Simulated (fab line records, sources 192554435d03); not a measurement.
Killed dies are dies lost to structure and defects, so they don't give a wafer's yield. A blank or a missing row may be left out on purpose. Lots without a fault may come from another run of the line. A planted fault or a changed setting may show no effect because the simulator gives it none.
fab line records | flow n5_finfet
record lots=11 wafers=33 last_day=20
route steps=1938 shown MIM_TOP_LITHO@1850 MIM_TOP_ETCH@1851 PAD_METAL@1893 PASSIVATION@1912
lots that met no fault: from a run of the same line without faults
start_h: hours from the record's first day to the start of the lot's first wafer shown | wait_h: hours since the lot's step before | " the same as in the row above | L1.1+2: a row that stands for several wafers | - no value, or no start given | * or withheld: withheld | < > ~ a bound
route shown NAME@n: a module of which the file shows steps, and the number in the route of the first | usual: mean/standard deviation of fault-free wafers | same: alike in all rows | chamber/n: place in a boat | sites: the reading at each site | _std_site: their standard deviation | _edge_site: outer sites' mean less inner sites' | radius_mm: how far each site lies from the wafer's centre | mask NAME#n: copy n | behind: the tool/chamber that last shaped the wafer | hold: why the lot was held/for how many hours/how that ended | device: the transistor (n, p or np) that didn't switch | end of line: the same wafers' tests at the end of the route | a step without rows: its recipe alone | killed: dies lost to structure and defects at the first sort, not the wafer's yield | map: a wafer's dies, x killed, . not, _ none there
set.NAME: the setting as run; set.NAME@STEP: as run at that earlier step | model.NAME: the simulator's own value behind a step, which no gauge read
steps of the route over a sample of lots; a table a step, a row a wafer
services: from which hour (start_h, from the record's first day; less than 0 if before it) a tool's chamber was out of use, for how many hours, and why
## steps
# step N5_MIM_TOP_LITHO_DESCUM_10
# recipe chemistry=O2 time_s=7.9 source_power_w=50 bias_power_w=20 pressure_mtorr=20 rf_frequency_hz=2.712e+07 temp_c=40 o2_flow_sccm=225
# usual drypump_motor_current_A=5.6/0.38 oes_product_au=0.83/0.072 rf_vpp_V=243.9/1.2 showerhead_plenum_p_Torr=2.14/0.049 throttle_valve_pct=20.23/0.25
# columns lot.wafer tool chamber start_h wait_h drypump_motor_current_A oes_product_au rf_hours_counter_h rf_vpp_V showerhead_plenum_p_Torr throttle_valve_pct
L597.2 rie_diel-06 0 284.09 0.1 5.2 0.88 41 243.7 2.14 19.88
L597.4 " 2 " " 5.7 0.88 28 243.2 2.14 20.00
L597.6 " 0 " " 5.2 0.89 - 243.6 2.14 19.91
L599.3 rie_diel-06 1 289.08 0.2 5.6 0.79 119 242.8 2.11 20.66
L599.4 " 2 " " 5.6 0.90 29 244.3 2.14 19.99
L599.5 " 3 " " 4.9 0.68 - 240.3 1.96 20.33
L602.1 rie_diel-06 3 327.91 0.0 5.0 0.95 2 246.0 2.22 20.01
L602.2 " 2 " " 5.6 0.87 42 243.6 2.13 20.00
L602.3 " 1 " " 5.6 0.77 132 244.3 2.10 20.68
L606.1 rie_diel-01 0 369.25 0.0 5.9 0.81 85 244.7 2.21 20.08
L606.3 " 3 " " 5.2 0.82 96 244.6 2.11 20.19
L606.5 " 2 " " 5.9 0.75 - 244.2 2.18 20.20
L607.3 rie_diel-01 3 386.68 0.0 5.3 0.80 103 243.1 2.10 20.18
L607.5 " 1 " " 5.3 0.94 - 245.6 2.13 20.16
L607.6 " 2 " " 5.9 0.75 - 245.8 2.18 20.21
L608.3 rie_diel-04 3 386.84 0.0 5.5 0.80 83 244.9 2.14 20.21
L608.4 " 2 " " 5.9 0.92 12 241.6 2.07 20.30
L608.6 " 3 " " 5.5 0.80 - 243.4 2.14 20.21
L611.1 rie_diel-04 0 390.17 0.2 6.1 0.83 98 244.1 2.13 20.13
L611.3 " 1 " " 6.2 0.96 4 243.3 2.16 20.66
L611.6 " 3 " " 5.5 0.80 - 242.4 2.14 20.20
L609.2 rie_diel-06 2 394.86 0.0 5.6 0.83 68 243.7 2.12 20.07
L609.3 " 0 " " 5.2 0.84 80 243.9 2.12 19.94
L609.5 " 0 " " 5.2 0.83 - 244.4 2.12 19.94
L617.1 rie_diel-01 3 414.69 0.0 5.2 0.79 114 243.9 2.10 20.22
L617.2 " 2 " " 5.9 0.73 150 244.3 2.18 20.25
L617.6 " 2 " " 6.0 0.74 - 245.5 2.18 20.24
L619.1 rie_diel-01 0 441.66 0.1 5.9 0.79 109 243.8 2.20 20.10
L619.2 " 2 " " 5.9 0.73 159 245.6 2.17 20.24
L619.4 " 1 " " 5.3 0.91 35 243.1 2.12 20.19
L620.1 rie_diel-01 2 463.12 0.0 5.9 0.72 166 244.0 2.17 20.27
L620.2 " 0 " " 5.9 0.77 116 244.2 2.20 20.11
L620.4 " 1 " " 5.3 0.90 42 243.3 2.12 20.21
# step N5_MIM_TOP_ETCH_ETCH_00
# recipe chemistry=Cl2/BCl3 target=TiN target_depth_a=385 ion_energy_ev=150 pressure_mtorr=10 icp_w=1000 bias_w=126 Cl2_flow_sccm=53.25 bcl3_flow_sccm=21.75 Ar_flow_sccm=25
# usual drypump_motor_current_A=5.7/0.59 he_backside_leak_sccm=3.58/0.28 oes_product_au=0.76/0.064 throttle_valve_pct=22.65/0.17
# columns lot.wafer tool chamber start_h wait_h drypump_motor_current_A he_backside_leak_sccm oes_product_au rf_hours_counter_h throttle_valve_pct
L597.2 rie_metal-01 1 284.18 0.1 5.0 3.92 0.76 51 22.56
L597.4 " 1 " " 5.0 3.70 0.75 - 22.56
L597.6 " 1 " " 5.0 4.00 0.76 - 22.60
L599.3 rie_metal-02 1 289.21 0.1 5.5 4.64 0.67 - 23.03
L599.4 " 0 " " 6.5 3.68 0.89 - 22.51
L599.5 " 1 " " 5.5 3.47 0.67 - 23.04
L602.1 rie_metal-02 0 327.99 0.1 6.5 3.59 0.89 17 22.53
L602.2 " 1 " " 5.6 3.42 0.67 79 23.03
L602.3 " 0 " " 6.5 3.57 0.88 - 22.52
L606.1 rie_metal-03 1 369.34 0.1 6.7 4.24 0.78 45 22.59
L606.3 " 1 " " 6.7 3.74 0.77 - 22.58
L606.5 " 1 " " 6.7 3.70 0.78 - 22.59
L607.3 rie_metal-03 0 386.80 0.1 5.7 3.03 0.83 - 22.48
L607.5 " 0 " " 5.7 3.19 0.83 - 22.46
L607.6 " 1 " " 6.7 5.58 0.77 - 22.58
L608.3 rie_metal-02 1 386.96 0.1 5.6 3.65 0.66 - 23.05
L608.4 " 0 " " 6.5 3.57 0.87 - 22.55
L608.6 " 0 " " 6.5 3.59 0.87 - 22.54
L611.1 rie_metal-01 1 390.26 0.1 5.0 3.96 0.73 59 22.60
L611.3 " 0 " " 5.6 3.53 0.72 - 22.73
L611.6 " 0 " " 5.5 3.62 0.72 - 22.72
L609.2 rie_metal-03 0 394.94 0.1 5.8 3.07 0.83 27 22.47
L609.3 " 0 " " 5.8 3.19 0.82 - 22.47
L609.5 " 1 " " 6.7 3.37 0.76 - 22.58
L617.1 rie_metal-02 0 414.78 0.1 6.5 3.56 0.86 25 22.54
L617.2 " 1 " " 5.6 3.52 0.65 87 23.05
L617.6 " 1 " " 5.5 3.38 0.65 - 23.04
L619.1 rie_metal-02 0 441.74 0.1 6.5 3.66 0.85 27 22.55
L619.2 " 1 " " 5.6 3.53 0.65 90 23.04
L619.4 " 1 " " 5.6 3.42 0.65 - 23.05
L620.1 rie_metal-03 1 463.21 0.1 6.7 3.53 0.75 53 22.60
L620.2 " 0 " " 5.7 3.47 0.80 33 22.49
L620.4 " 1 " " 6.7 3.53 0.75 - 22.61
# step N5_PASSIVATION_DEGAS_18
# recipe ambient=vacuum temp_c=300 time_s=60
# usual heater_power_w=468/46
# columns lot.wafer tool chamber start_h wait_h heater_power_w
L597.2 pvd_sputter-01 - 288.06 0.5 404
L597.4 " - " " 496
L597.6 " - " " 497
L599.3 pvd_sputter-01 - 292.00 0.0 462
L599.4 " - " " 475
L599.5 " - " " 490
L602.1 pvd_sputter-01 - 334.95 3.2 460
L602.2 " - " " 484
L602.3 " - " " 465
L606.1 pvd_sputter-03 - 372.38 0.3 442
L606.3 " - " " 557
L606.5 " - " " 561
L607.3 pvd_sputter-02 - 391.24 0.3 451
L607.5 " - " " 548
L607.6 " - " " 459
L608.3 pvd_sputter-01 - 393.83 1.7 464
L608.4 " - " " 465
L608.6 " - " " 451
L611.1 pvd_sputter-01 - 395.33 0.3 479
L611.3 " - " " 487
L611.6 " - " " 481
L609.2 pvd_sputter-01 - 398.77 0.2 478
L609.3 " - " " 401
L609.5 " - " " 465
L617.1 pvd_sputter-03 - 418.02 0.3 442
L617.2 " - " " 570
L617.6 " - " " 454
L619.1 pvd_sputter-03 - 447.53 2.0 413
L619.2 " - " " 461
L619.4 " - " " 554
L620.1 pvd_sputter-03 - 469.24 0.4 557
L620.2 " - " " 455
L620.4 " - " " 411
# step N5_PASSIVATION_STRIP_51
# recipe chemistry=post_etch_residue_remover time_s=1200 temp_c=72.5
# columns lot.wafer tool chamber start_h wait_h
L597.2+4+6 wet_bench-03 7,0,3 289.63 -
L599.3+4+5 wet_bench-03 3,7,1 293.54 -
L602.1+2+3 wet_bench-06 4,6,0 336.60 -
L606.1+3+5 wet_bench-03 3,1,7 373.96 -
L607.3+5+6 wet_bench-03 6,4,3 392.88 -
L608.3+4+6 wet_bench-06 3,0,2 395.39 -
L611.1+3+6 wet_bench-03 2,7,1 396.74 -
L609.2+3+5 wet_bench-03 0,6,7 400.29 -
L617.1+2+6 wet_bench-05 4,2,3 419.43 -
L619.1+2+4 wet_bench-05 3,5,7 449.07 -
L620.1+2+4 wet_bench-03 1,7,4 470.65 -
# step N5_PASSIVATION_PROBE_49
# usual defect_limited_yield=91.3/1.4 killed_at_M0_to_M3=34/10 killed_at_M4_up=14/5.5 killed_at_contacts=12/6 killed_at_front_end=40/10 killed_at_other=3.0/2.4 killed_dies=103/17 killed_open=68/13 killed_short=34/7.8 sort_bin_5_function=5.1/0.97 sort_bin_6_memory=3.3/0.66 sort_bin_8_speed=0.02/0.12 sort_n_pass=1077/17 sort_yield_pct=91.2/1.4
# same gross_dies=1180 killed_at_back_side=0 sort_bin_4_leakage[%]=0
# columns lot.wafer tool chamber start_h wait_h defect_limited_yield[%] killed_at_M0_to_M3 killed_at_M4_up killed_at_contacts killed_at_front_end killed_at_other killed_dies killed_open killed_short sort_bin_5_function[%] sort_bin_6_memory[%] sort_bin_8_speed[%] sort_n_pass sort_yield_pct[%]
L607.3 prober-01 - 397.44 0.1 87.8 24 16 4 32 68 144 46 31 7.8 2.5 0 1036 87.8
L607.5 prober-01 - 397.54 0.2 80.1 19 14 2 58 142 235 68 28 13.5 4.0 0 945 80.1
L607.6 prober-01 - 397.59 0.3 81.0 19 13 10 44 138 224 50 40 10.4 4.7 0 956 81.0
L611.1 prober-01 - 401.46 0.0 83.3 29 6 17 49 96 197 72 27 9.7 4.0 0 983 83.3
L611.3 prober-01 - 401.56 0.1 84.2 20 4 6 29 128 187 34 22 10.4 2.3 0 993 84.2
L611.6 prober-01 - 401.71 0.3 79.9 26 17 16 41 137 237 67 34 12.7 4.5 0 943 79.9
L609.2 prober-02 - 404.46 0.1 86.9 29 13 4 29 79 154 53 23 8.5 2.5 0 1026 86.9
L609.3 prober-02 - 404.51 0.1 87.4 25 6 17 39 62 149 55 29 7.2 3.6 0 1031 87.4
L609.5 prober-02 - 404.61 0.2 82.0 34 16 8 31 123 212 65 24 10.7 4.8 0 968 82.0
# killed by level:class
L607.3 PASSIVATION:unspecified=64 FIN_SAQP:geometric_particle:short=10 BEOL_M3:geometric_particle:open=8 BEOL_M0_SAQP:geometric_particle:short=6 BEOL_M4:geometric_particle:open=6 STI_FIN_REVEAL:geometric_particle:open=5 FIN_SAQP:geometric_particle:open=4 BEOL_M0:geometric_particle:open=4
L607.5 PASSIVATION:unspecified=139 FIN_SAQP:geometric_particle:open=21 FIN_SAQP:geometric_particle:short=8 STI_FIN_REVEAL:geometric_particle:open=7 BEOL_M2:geometric_particle:open=6 DUMMY_GATE:geometric_particle:open=5 GATE_CUT:geometric_particle:short=5 BEOL_M1:geometric_particle:open=5
L607.6 PASSIVATION:unspecified=133 STI_FIN_REVEAL:geometric_particle:open=9 MOL_CONTACT_COAG:geometric_particle:open=8 FIN_SAQP:geometric_particle:short=7 BEOL_M0_SAQP:geometric_particle:open=5 BEOL_M4:geometric_particle:open=5 STARTING-WAFER:geometric_particle:short=5 FIN_SAQP:geometric_particle:open=4
L611.1 PASSIVATION:unspecified=96 FIN_SAQP:geometric_particle:open=18 MOL_CONTACT_COAG:geometric_particle:open=13 BEOL_M3:geometric_particle:open=10 ILD0:geometric_particle:short=6 BEOL_M0_SAQP:geometric_particle:open=6 STI_FIN_REVEAL:geometric_particle:open=5 FIN_SAQP:geometric_particle:short=4
L611.3 PASSIVATION:unspecified=127 FIN_SAQP:geometric_particle:open=6 MOL_CONTACT_COAG:geometric_particle:open=5 BEOL_M0_SAQP:geometric_particle:open=5 FIN_SAQP:geometric_particle:short=4 BEOL_M0_SAQP:geometric_particle:short=4 BEOL_M3:geometric_particle:short=4 STARTING-WAFER:geometric_particle:short=4
L611.6 PASSIVATION:unspecified=136 FIN_SAQP:geometric_particle:open=18 MOL_CONTACT_COAG:geometric_particle:open=11 BEOL_M4:geometric_particle:open=10 FIN_SAQP:geometric_particle:short=6 MOL_CONTACT_COAG:geometric_particle:short=5 BEOL_M0_SAQP:geometric_particle:short=5 BEOL_M3:geometric_particle:open=5
L609.2 PASSIVATION:unspecified=77 BEOL_M4:geometric_particle:open=10 BEOL_M3:geometric_particle:open=9 FIN_SAQP:geometric_particle:open=7 BEOL_M0_SAQP:geometric_particle:open=7 BEOL_M0_SAQP:geometric_particle:short=6 FIN_SAQP:geometric_particle:short=4 STI_FIN_REVEAL:geometric_particle:open=4
L609.3 PASSIVATION:unspecified=62 MOL_CONTACT_COAG:geometric_particle:open=12 FIN_SAQP:geometric_particle:open=9 BEOL_M0_SAQP:geometric_particle:open=6 MOL_CONTACT_COAG:geometric_particle:short=5 BEOL_M0_SAQP:geometric_particle:short=5 STARTING-WAFER:geometric_particle:short=5 GATE_CUT:geometric_particle:short=4
L609.5 PASSIVATION:unspecified=122 FIN_SAQP:geometric_particle:open=12 BEOL_M3:geometric_particle:open=11 BEOL_M4:geometric_particle:open=9 BEOL_M0_SAQP:geometric_particle:short=7 MOL_CONTACT_COAG:geometric_particle:open=6 BEOL_M0_SAQP:geometric_particle:open=5 BEOL_M2:geometric_particle:open=5
## services
# columns tool chamber start_h hours kind
rie_metal-02 1 266.96 4.9 repair
rie_metal-03 1 272.82 4.8 repair
rie_metal-02 0 284.47 3.0 repair
rie_metal-02 1 307.00 6.2 repair
rie_diel-01 1 310.65 - clean
rie_diel-01 1 310.65 - consumable_replace:focus_ring
rie_diel-01 1 310.65 29.0 scheduled_down
rie_diel-01 1 310.65 29.0 vent_cycle
wet_bench-03 - 313.83 1.9 pm
rie_diel-04 1 338.83 3.5 repair
pvd_sputter-01 - 344.74 1.6 repair
pvd_sputter-02 - 351.20 11.7 repair
rie_metal-03 1 351.35 12.2 repair
rie_diel-06 1 354.22 10.2 repair
rie_diel-01 0 354.91 5.7 repair
pvd_sputter-03 - 378.22 3.7 repair
pvd_sputter-03 - 421.46 2.4 repair
pvd_sputter-01 - 425.15 1.2 repair
rie_diel-06 0 446.14 20.5 repair
rie_metal-02 1 446.48 - clean
rie_metal-02 1 446.48 19.0 scheduled_down
rie_diel-06 - 456.95 0.4 repair
pvd_sputter-01 - 463.21 7.4 repair
pvd_sputter-03 - 470.06 0.8 repair
## key
first_sign step=N5_PASSIVATION_PROBE_49 reading=killed_at_other direction=up sigmas=43 usual=3.0 struck=108.1
effect step=N5_PASSIVATION_PROBE_49 reading=defect_limited_yield direction=down sigmas=5.4 usual=91.3 struck=83.6
more_kills_born_at N5_PASSIVATION_STRIP_51@wet_bench-03=956
met_at N5_PASSIVATION_STRIP_51
struck_lots L607,L609,L611
not_acting_at N5_MIM_TOP_LITHO_DESCUM_10,N5_MIM_TOP_ETCH_ETCH_00,N5_PASSIVATION_DEGAS_18
onset_between 373.96 392.88
fault kind=chamber_particle_source tool=wet_bench-03 chamber=- onset_h=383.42 steps=N5_PASSIVATION_STRIP_51 rate_per_visit_cm2=1.1866 end_h=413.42
